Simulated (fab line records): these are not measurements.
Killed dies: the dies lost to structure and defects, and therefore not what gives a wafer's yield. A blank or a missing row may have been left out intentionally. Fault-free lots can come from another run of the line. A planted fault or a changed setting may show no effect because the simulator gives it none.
Which of the tools did it? || flow nandHarc || 6 lots with 18 wafers sampled at 2 steps, on a route of 1302 steps

WHAT THE GAUGES SHOWED, per wafer
NHARC_THIN_TSV_CD_MEAS_12 targets a cd of 1000 nm.
{"lot": "L827", "measured": "day 25 02:32", "on": "cdSem-03", "cdNm (nm)": "1002.7 1002.1 1002.7"}
{"lot": "L830", "measured": "day 26 13:34", "on": "cdSem-02", "cdNm (nm)": "1002.2 998.1 1003.8"}
{"lot": "L831", "measured": "day 26 17:06", "on": "cdSem-03", "cdNm (nm)": "1005.6 1001.9 1004.2"}
{"lot": "L835", "measured": "day 28 00:12", "on": "cdSem-02", "cdNm (nm)": "997.4 1002.1 1005.8"}
{"lot": "L845", "measured": "day 32 15:11", "on": "cdSem-02", "cdNm (nm)": "998.1 996.3 1003.6"}
{"lot": "L848", "measured": "day 32 20:28", "on": "cdSem-02", "cdNm (nm)": "1003.4 1002.7 1001.9"}

WHAT TOOL EACH LOT RAN ON (gives the tool, then ch and the chambers of the sampled wafers, and finally the start)
{"lot": "L827", "NHARC_A_M1_PVD_21": "pvdSputter-03, day 23 13:56"}
{"lot": "L830", "NHARC_A_M1_PVD_21": "pvdSputter-03, day 25 18:01"}
{"lot": "L831", "NHARC_A_M1_PVD_21": "pvdSputter-01, day 25 22:47"}
{"lot": "L835", "NHARC_A_M1_PVD_21": "pvdSputter-03, day 27 04:05"}
{"lot": "L845", "NHARC_A_M1_PVD_21": "pvdSputter-02, day 31 13:27"}
{"lot": "L848", "NHARC_A_M1_PVD_21": "pvdSputter-01, day 32 01:50"}
- NHARC_A_M1_PVD_21: deposits Cu, target thk 30 nm, time 20.49 s.

THE ANSWER, worked out from the rows above alone
Rule: what is usual is taken from the lots themselves. Put in order of their means at a reading, lots are off if they are a third of the lots or fewer, leave a main group of 4 or more, and stand apart from it by a gap of 3 or more times the standard deviation of the main group's means; of several such gaps the widest counts. If all means in a main group match to the digits the tables above print for the reading, that group is not used. Also off: a lot with no number at a reading for which 4 or more lots have one. The other lots that the step has rows for count as sound.
Across all readings shown, no lot is off: no conclusion can be drawn from this.

WHAT HAD BEEN PUT IN BY THE SIMULATOR
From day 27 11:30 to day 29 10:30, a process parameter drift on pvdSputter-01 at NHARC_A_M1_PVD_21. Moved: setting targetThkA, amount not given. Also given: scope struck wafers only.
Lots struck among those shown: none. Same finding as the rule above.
